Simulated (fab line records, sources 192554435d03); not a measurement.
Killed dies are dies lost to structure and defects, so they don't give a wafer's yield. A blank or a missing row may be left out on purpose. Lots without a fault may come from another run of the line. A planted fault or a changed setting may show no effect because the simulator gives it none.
Split-lot experiment | flow n5_finfet | 7 lots, 21 wafers read, on a route of 1938 steps

THE SPLIT
At N5_BEOL_M7_EXPOSE_08 (exposes mask M7), the setting dose_mj was moved away from the recipe's 68.25 on 10 of the 21 wafers read, by -6.6% to +7.5%. The other wafers ran this setting at the recipe's value.

FROM THE SPLIT TO THE READING: what the file shows between them, 14 steps
- N5_BEOL_M7_PEB_09: peb time 60 s
- N5_BEOL_M7_DEVELOP_10: develop time 30 s
- N5_BEOL_M7_CD_MEAS_11: target cd 38.5 nm
- N5_BEOL_M7_DESCUM_16: chemistry O2, time 7.9 s
- N5_BEOL_M7_ETCH_61: etches SiARC in CF4, target depth 45.5 nm, time 75.8 s
- N5_BEOL_M7_ETCH_62: etches SOC in N2/H2, target depth 110 nm, overetch 22 nm, time 165 s
- N5_BEOL_M7_STRIP_68: strips in N2/H2
- N5_BEOL_M7_HM_OPEN_17: chemistry Cl2/BCl3, target TiN, target depth 20 nm, overetch 6 nm
- N5_BEOL_M7_STRIP_19: strips in O2
- N5_BEOL_M7_CD_MEAS_18: pitch 80 nm, target cd 40 nm
- N5_BEOL_M7_COAT_63: time 60 s, resist thk 60 nm
- N5_BEOL_M7_COAT_64: time 60 s, resist thk 12 nm
- N5_BEOL_M7_PRECLEAN_42: cleans in residue remover, time 60 s
- N5_BEOL_M7_SRD_43: time 30 s

THE READING
cd_nm, in nm, at N5_BEOL_M7_CD_MEAS_35 (target cd 40 nm). Fault-free wafers of this fab line usually give 39.7 nm, standard deviation 0.55 nm.

wafer  | tool, chamber at the split | dose_mj as run | against the recipe | cd_nm, nm | against lot-mates on the recipe
L077.1 | arfi_scanner-03, 0         | 68.25          | recipe             | 39.8      | -
L077.2 | arfi_scanner-03, 0         | 65.77          | -3.6%              | 39.2      | -0.6
L077.6 | arfi_scanner-03, 0         | 65.77          | -3.6%              | 39.7      | -0.1
L078.1 | arfi_scanner-01, 0         | 64.41          | -5.6%              | 37.2      | -2.7
L078.2 | arfi_scanner-01, 0         | 68.25          | recipe             | 39.9      | -
L078.5 | arfi_scanner-01, 0         | 64.41          | -5.6%              | 37.0      | -2.9
L085.1 | arfi_scanner-03, 0         | 68.25          | recipe             | 40.2      | -
L085.3 | arfi_scanner-03, 0         | 63.8           | -6.5%              | 37.1      | -3.0
L085.6 | arfi_scanner-03, 0         | 68.25          | recipe             | 40.0      | -
L086.1 | arfi_scanner-01, 0         | 63.74          | -6.6%              | 36.6      | -3.3
L086.4 | arfi_scanner-01, 0         | 68.25          | recipe             | 39.9      | -
L086.5 | arfi_scanner-01, 0         | 63.74          | -6.6%              | 36.7      | -3.2
L087.3 | arfi_scanner-02, 0         | 68.25          | recipe             | 40.7      | -
L087.5 | arfi_scanner-02, 0         | 68.25          | recipe             | 40.1      | -
L087.6 | arfi_scanner-02, 0         | 68.25          | recipe             | 40.0      | -
L092.3 | arfi_scanner-01, 0         | 68.25          | recipe             | 39.8      | -
L092.4 | arfi_scanner-01, 0         | 68.25          | recipe             | 39.0      | -
L092.5 | arfi_scanner-01, 0         | 68.25          | recipe             | 40.2      | -
L095.3 | arfi_scanner-01, 0         | 73.34          | +7.5%              | 43.5      | no lot-mate on the recipe
L095.4 | arfi_scanner-01, 0         | 73.34          | +7.5%              | 43.0      | no lot-mate on the recipe
L095.5 | arfi_scanner-01, 0         | 73.34          | +7.5%              | 42.6      | no lot-mate on the recipe

THE FIT
A straight line over all 21 wafers: cd_nm changes by +0.432 nm for each +1% of dose_mj; r = +0.96; the points scatter about the line by 0.53 nm.
The same after taking each lot's own level away (the mean of its wafers on the recipe; 18 wafers): +0.456 nm for each +1%; r = +0.93; scatter 0.54 nm.
On that fit, the largest move of dose_mj shifts the reading by 3.4 nm.
The lots' own levels span 39.67 to 40.27 nm, that is 1.1 times the standard deviation above.
So the lot-to-lot level changes the slope little: the two slopes agree.
Check: with one of the wafers moved furthest among these (-6.6%) left out of the fit, the line predicts -2.82 nm for it against its lot-mates. It came out at -3.3 nm against them.

OTHER SPLITS ON THESE WAFERS
These wafers also went through other splits before the reading. Each is held against what the fit with the lots' levels taken away leaves over:
other split on the same wafers | wafers away from the commonest value | r with cd_nm (lot level and that fit taken away)
N5_BEOL_M6_ETCH_62 time_s      | 4                                    | +0.05
N5_BEOL_M6_COAT_63 spin_rpm    | 5                                    | -0.07

THE WHOLE CHAIN: every reading that the file lists as answering this split, in the file's order
step                  | what it does                                           | reading                                                               | change (the file's fit)               | r (the file's)
N5_BEOL_M7_CD_MEAS_11 | target cd 38.5 nm                                      | cd_nm                                                                 | +0.438 nm for each +1% of the setting | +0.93
N5_BEOL_M7_ETCH_61    | etches SiARC in CF4, target depth 45.5 nm, time 75.8 s | BEOL_M7.cd_offset_nm (the simulator's own value, which no gauge read) | +0.442 nm for each +1% of the setting | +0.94
N5_BEOL_M7_CD_MEAS_18 | pitch 80 nm, target cd 40 nm                           | cd_nm                                                                 | +0.419 nm for each +1% of the setting | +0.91
N5_BEOL_M7_CD_MEAS_35 | target cd 40 nm                                        | cd_nm                                                                 | +0.447 nm for each +1% of the setting | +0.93

THE FILE'S OWN FIT
cd_nm changes by +0.447 nm for each +1% of dose_mj, r = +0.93.
